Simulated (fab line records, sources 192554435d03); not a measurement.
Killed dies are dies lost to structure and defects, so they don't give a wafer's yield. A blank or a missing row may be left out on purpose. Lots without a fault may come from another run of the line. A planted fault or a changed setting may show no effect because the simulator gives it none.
fab line records | flow n5_finfet
record lots=6 wafers=18 last_day=20
route steps=1938 shown BEOL_M9@1455
lots that met no fault: from a run of the same line without faults
start_h: hours from the record's first day to the start of the lot's first wafer shown | wait_h: hours since the lot's step before | " the same as in the row above | L1.1+2: a row that stands for several wafers | - no value, or no start given | * or withheld: withheld | < > ~ a bound
route shown NAME@n: a module of which the file shows steps, and the number in the route of the first | usual: mean/standard deviation of fault-free wafers | same: alike in all rows | chamber/n: place in a boat | sites: the reading at each site | _std_site: their standard deviation | _edge_site: outer sites' mean less inner sites' | radius_mm: how far each site lies from the wafer's centre | mask NAME#n: copy n | behind: the tool/chamber that last shaped the wafer | hold: why the lot was held/for how many hours/how that ended | device: the transistor (n, p or np) that didn't switch | end of line: the same wafers' tests at the end of the route | a step without rows: its recipe alone | killed: dies lost to structure and defects at the first sort, not the wafer's yield | map: a wafer's dies, x killed, . not, _ none there
set.NAME: the setting as run; set.NAME@STEP: as run at that earlier step | model.NAME: the simulator's own value behind a step, which no gauge read
lots at some steps of the route; a table a step, a row a wafer
services: from which hour (start_h, from the record's first day; less than 0 if before it) a tool's chamber was out of use, for how many hours, and why
## steps
# step N5_BEOL_M9_CURE_72
# recipe temp_c=370 time_s=120 ambient=DMADMS/He material=SiCOH_lowk
# step N5_BEOL_M9_DEGAS_44
# recipe ambient=vacuum temp_c=250 time_s=60
# step N5_BEOL_M9_PRE_CLEAN_45
# recipe gas=H2/He time_s=30 temp_c=250
# usual heater_power_w=345/37
# columns lot.wafer tool chamber start_h wait_h heater_power_w
L380.3 pvd_sputter-01 - 276.10 0.0 342
L380.4 " - " " 361
L380.6 " - " " 342
L385.2 pvd_sputter-03 - 303.10 0.0 328
L385.5 " - " " 339
L385.6 " - " " 289
L387.3 pvd_sputter-02 - 311.49 0.0 377
L387.5 " - " " 376
L387.6 " - " " 365
L390.1 pvd_sputter-03 - 339.38 0.0 286
L390.4 " - " " 304
L390.6 " - " " 288
L393.2 pvd_sputter-01 - 368.89 0.0 418
L393.3 " - " " 336
L393.6 " - " " 421
L400.1 pvd_sputter-01 - 413.99 0.0 348
L400.2 " - " " 412
L400.3 " - " " 342
# step N5_BEOL_M9_ALD_74
# recipe material=TaN target_thk_a=20 temp_c=275 ald_precursor_family=PDMAT ald_co_reactant=NH3 pressure_torr=3 carrier_flow_sccm=1500 pulse_time_s=2 purge_time_s=3 co_reactant_purge_time_s=2 co_reactant_pulse_time_s=3 ald_cycles=40 precursor_vessel_temp_c=75 precursor_vessel_pressure_torr=26.25 precursor_vessel_carrier_sccm=1000
# usual heater_power_w=418/46 precursor_vessel_temp_c=75.00/0.13
# columns lot.wafer tool chamber start_h wait_h heater_power_w precursor_vessel_temp_c since_wet_clean_h
L380.3 ald_metal-03 1 276.17 0.0 357 74.72 1477
L380.4 " 2 " " 402 75.17 -
L380.6 " 1 " " 355 74.77 -
L385.2 ald_metal-04 0 303.16 0.0 362 74.92 4581
L385.5 " 3 " " 441 75.01 -
L385.6 " 2 " " 375 74.98 -
L387.3 ald_metal-04 3 311.55 0.0 421 74.89 4590
L387.5 " 2 " " 366 75.03 -
L387.6 " 3 " " 429 74.98 -
L390.1 ald_metal-02 2 339.56 0.2 512 75.14 3079
L390.4 " 1 " " 502 75.00 3079
L390.6 " 0 " " 436 75.04 -
L393.2 ald_metal-03 1 368.96 0.0 354 74.93 1570
L393.3 " 0 " " 430 74.89 1570
L393.6 " 0 " " 425 74.85 -
L400.1 ald_metal-02 0 414.06 0.0 427 75.28 3154
L400.2 " 1 " " 499 75.00 3154
L400.3 " 3 " " 428 74.89 3154
# step N5_BEOL_M9_SURFACE_TREAT_79
# recipe gas=Ar time_s=* ion_energy_ev=* ion_current_ma_cm2=0.5 pressure_mtorr=* ar_flow_sccm=30
# step N5_BEOL_M9_CVD_78
# recipe material=Co target_thk_a=20 temp_c=withheld precursor=CCTBA/H2 pressure_torr=30 time_s=138.9
# step N5_BEOL_M9_SPUTTER_48
# recipe material=Cu target_thk_a=120 temp_c=-20 bias_v=60 power_w=26000 chamber_pressure_pa=0.13 time_s=2
# usual throttle_valve_pct=29.5/1
# columns lot.wafer tool chamber start_h wait_h throttle_valve_pct
L380.3 pvd_sputter-01 - 276.98 0.1 30.0
L380.4 " - " " 28.9
L380.6 " - " " 29.9
L385.2 pvd_sputter-03 - 303.66 0.1 28.9
L385.5 " - " " 27.8
L385.6 " - " " 30.7
L387.3 pvd_sputter-03 - 312.03 0.1 27.8
L387.5 " - " " 28.9
L387.6 " - " " 29.2
L390.1 pvd_sputter-03 - 340.14 0.1 27.8
L390.4 " - " " 29.0
L390.6 " - " " 27.9
L393.2 pvd_sputter-03 - 369.43 0.1 29.3
L393.3 " - " " 30.6
L393.6 " - " " 29.1
L400.1 pvd_sputter-02 - 414.61 0.1 30.1
L400.2 " - " " 31.2
L400.3 " - " " 29.5
# step N5_BEOL_M9_ECD_50
# recipe material=Cu target_thk_a=3180
# step N5_BEOL_M9_ANNEAL_51
# recipe temp_c=225 time_s=90 ambient=N2
# usual wafer_temp_C_max=225.73/0.26
# columns lot.wafer tool chamber start_h wait_h wafer_temp_C_max
L380.3 rtp_anneal-02 0 277.44 0.3 225.65
L380.4 " 0 " " 226.33
L380.6 " 0 " " 226.05
L385.2 rtp_anneal-01 0 304.53 0.7 225.63
L385.5 " 0 " " 225.76
L385.6 " 0 " " 225.51
L387.3 rtp_anneal-02 0 312.35 0.1 226.09
L387.5 " 0 " " 225.78
L387.6 " 0 " " 225.73
L390.1 rtp_anneal-02 0 340.80 0.4 226.07
L390.4 " 0 " " 225.61
L390.6 " 0 " " 225.60
L393.2 rtp_anneal-01 0 369.96 0.3 225.63
L393.3 " 0 " " 225.44
L393.6 " 0 " " 225.53
L400.1 rtp_anneal-02 0 415.68 0.9 225.98
L400.2 " 0 " " 226.02
L400.3 " 0 " " 225.67
# step N5_BEOL_M9_CMP_52
# recipe stop_on=SiCOH_lowk t_overpolish_s=7 down_force_psi=1 platen_rpm=50 clearing_platen_down_force_psi=1.5 clearing_platen_rpm=50 post_cmp_clean=cu_alkaline target_thk_nm=140 clearing_platen_pad_velocity_m_s=0.99484 pad_velocity_m_s=0.99484
# usual barrier_field_endpoint_s=29.1/0.67 clearing_platen_rpm=49.999/0.027 edge_zone_pressure_frac=1.000/0.0051 motor_current_A=6.2/0.69 overpolish_run_s=6.999/0.0085 pad_life_wafers=1032/610 time_to_endpoint_s=66.7/2.6
# same t_overpolish_s=7
# columns lot.wafer tool chamber start_h wait_h barrier_field_endpoint_s clearing_platen_rpm edge_zone_pressure_frac motor_current_A overpolish_run_s pad_life_wafers time_to_endpoint_s
L380.4 cmp-02 2 277.65 0.1 29.1 50.021 1.005 5.7 7.013 1620 67.0
L380.3 " 1 " " 28.3 49.977 0.996 6.0 7.005 1623 65.0
L380.6 " 3 " " 29.2 49.962 1.004 5.7 6.991 - 69.2
L385.2 cmp-04 3 304.78 0.2 28.7 49.983 1.005 6.6 7.014 1104 66.3
L385.5 " 3 " " 28.3 50.001 1.011 6.4 7.010 - 65.4
L385.6 " 0 " " 29.1 50.021 0.996 5.8 7.000 - 65.7
L387.3 cmp-04 2 312.61 0.2 29.0 50.015 1.010 6.0 6.988 1141 64.8
L387.5 " 1 " " 28.9 50.024 1.004 6.3 6.992 - 62.9
L387.6 " 2 " " 29.0 50.013 1.001 5.7 6.994 - 65.5
L390.4 cmp-04 2 341.10 0.1 30.0 49.988 0.999 5.7 7.004 1332 66.2
L390.1 " 3 " " 29.8 49.999 1.002 6.3 7.006 1333 63.5
L390.6 " 3 " " 29.3 50.037 1.001 6.4 6.986 - 64.8
L393.3 cmp-04 1 370.21 0.2 27.6 50.005 1.001 6.4 6.997 1590 62.9
L393.2 " 2 " " 28.1 49.967 0.996 6.0 6.999 1591 61.8
L393.6 " 2 " " 28.5 49.967 0.997 6.0 6.995 - 68.5
L400.1 cmp-02 1 416.03 0.3 28.7 49.962 1.005 5.8 7.008 691 64.8
L400.2 " 2 " " 29.2 49.988 1.008 5.8 7.007 692 62.5
L400.3 " 3 " " 29.4 50.054 1.005 5.6 7.011 693 65.5
# step N5_BEOL_M9_THK_MEAS_53
# recipe thk_meas_gauge=xrf reads=Cu_of_BEOL_M9_ECD_50
# usual M9_THK=140.7/2.2
# columns lot.wafer tool chamber start_h wait_h M9_THK[nm]
L380.3 film_metro-01 - 277.94 - 135.2
L380.4 " - " " 137.4
L380.6 " - " " 138.2
L385.2 film_metro-01 - 305.08 - 139.6
L385.5 " - " " 142.3
L385.6 " - " " 139.4
L387.3 film_metro-01 - 312.87 - 138.8
L387.5 " - " " 138.2
L387.6 " - " " 139.9
L390.1 film_metro-02 - 341.39 - 143.9
L390.4 " - " " 142.4
L390.6 " - " " 139.2
L393.2 film_metro-02 - 370.51 - 141.9
L393.3 " - " " 140.1
L393.6 " - " " 138.2
L400.1 film_metro-02 - 416.29 - 141.3
L400.2 " - " " 141.5
L400.3 " - " " 138.4
# step N5_BEOL_M9_PRE_CLEAN_55
# recipe gas=NH3 time_s=15 temp_c=withheld rf_power_w=300
# step N5_BEOL_M9_DEP_56
# recipe material=SiCN target_thk_a=150 temp_c=withheld precursor=3MS/NH3 pressure_torr=3 rf_w=202 time_s=26.5
# usual showerhead_plenum_p_Torr=3.670/0.021 throttle_valve_pct=9.1/0.48
# columns lot.wafer tool chamber start_h wait_h showerhead_plenum_p_Torr since_wet_clean_h throttle_valve_pct model.SiCN_of_BEOL_M9_DEP_56.thk_nm
L380.3 pecvd-04 0 278.00 0.0 3.705 1163 9.2 15.2
L380.4 " 2 " " 3.679 - 8.8 15.2
L380.6 " 1 " " 3.677 - 10.3 15.2
L385.2 pecvd-02 2 305.14 0.0 3.646 241 8.4 14.8
L385.5 " 0 " " 3.697 - 9.0 15.2
L385.6 " 1 " " 3.669 - 9.0 15
L387.3 pecvd-02 2 312.97 0.0 3.654 249 8.6 14.8
L387.5 " 1 " " 3.664 - 9.0 15
L387.6 " 2 " " 3.653 - 8.8 15.2
L390.1 pecvd-04 0 341.45 0.0 3.699 1227 9.3 15
L390.4 " 0 " " 3.699 - 9.6 15.2
L390.6 " 1 " " 3.678 - 10.1 10.6
L393.2 pecvd-04 2 370.57 0.0 3.673 502 9.1 14.8
L393.3 " 1 " " 3.677 1981 9.9 10.4
L393.6 " 1 " " 3.675 - 10.0 10.8
L400.1 pecvd-01 0 416.35 0.0 3.654 1483 9.6 14.8
L400.2 " 2 " " 3.646 729 9.6 14.4
L400.3 " 1 " " 3.635 4 8.1 14.6
# step N5_BEOL_M9_RS_MEAS_57
# recipe thk_meas_gauge=four-point-probe reads=Cu_of_BEOL_M9_ECD_50+Co_of_BEOL_M9_CVD_78+TaN_of_BEOL_M9_ALD_74
# usual M9_RS=0.1512/0.0024
# columns lot.wafer tool chamber start_h wait_h M9_RS[ohm/sq]
L380.3 film_metro-02 - 278.08 0.1 0.1544
L380.4 " - " " 0.1524
L380.6 " - " " 0.1516
L385.2 film_metro-01 - 305.21 0.1 0.1531
L385.5 " - " " 0.1504
L385.6 " - " " 0.1526
L387.3 film_metro-01 - 313.05 0.1 0.1530
L387.5 " - " " 0.1546
L387.6 " - " " 0.1524
L390.1 film_metro-01 - 341.53 0.1 0.1480
L390.4 " - " " 0.1491
L390.6 " - " " 0.1525
L393.2 film_metro-02 - 370.64 0.1 0.1521
L393.3 " - " " 0.1548
L393.6 " - " " 0.1571
L400.1 film_metro-02 - 416.42 0.1 0.1504
L400.2 " - " " 0.1508
L400.3 " - " " 0.1534
## services
# columns tool chamber start_h hours kind
ald_metal-04 2 257.00 28.1 repair
pecvd-02 - 261.64 0.5 repair
cmp-04 - 262.70 6.1 pm
pecvd-02 - 267.16 1.1 repair
ald_metal-03 0 272.87 29.1 repair
pecvd-04 - 310.65 2.8 pm
cmp-02 - 312.09 4.0 pm
cmp-02 - 316.09 - consumable_replace:conditioner
cmp-02 - 316.09 - consumable_replace:pad
ald_metal-04 2 321.23 4.5 repair
pecvd-02 - 345.51 2.8 pm
cmp-02 - 358.42 7.3 pm
pecvd-01 2 376.40 2.1 scheduled_down
ald_metal-03 - 376.54 3.2 repair
rtp_anneal-01 - 377.49 4.6 pm
pecvd-04 2 382.90 2.1 scheduled_down
pecvd-01 1 383.62 - clean
pecvd-01 1 383.62 - consumable_replace:showerhead
pecvd-01 1 383.62 29.0 scheduled_down
pecvd-01 1 383.62 29.0 vent_cycle
cmp-02 - 385.38 0.5 repair
pecvd-04 - 401.74 1.5 repair
ald_metal-04 - 401.77 0.4 repair
ald_metal-03 0 406.07 3.9 repair
## key
first_sign none at tools or gauges
model_effect step=N5_BEOL_M9_DEP_56 value=SiCN_of_BEOL_M9_DEP_56.thk_nm without=14.93 struck=10.6
met_at N5_BEOL_M9_DEP_56
struck_wafers L390.6,L393.3,L393.6
onset_between 278.00 341.45
fault kind=process_parameter_drift tool=pecvd-04 chamber=- onset_h=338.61 steps=N5_BEOL_M9_DEP_56 channel=time_s offset=* shape=step end_h=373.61 scope=struck_wafers_only acts_in=* stated=*
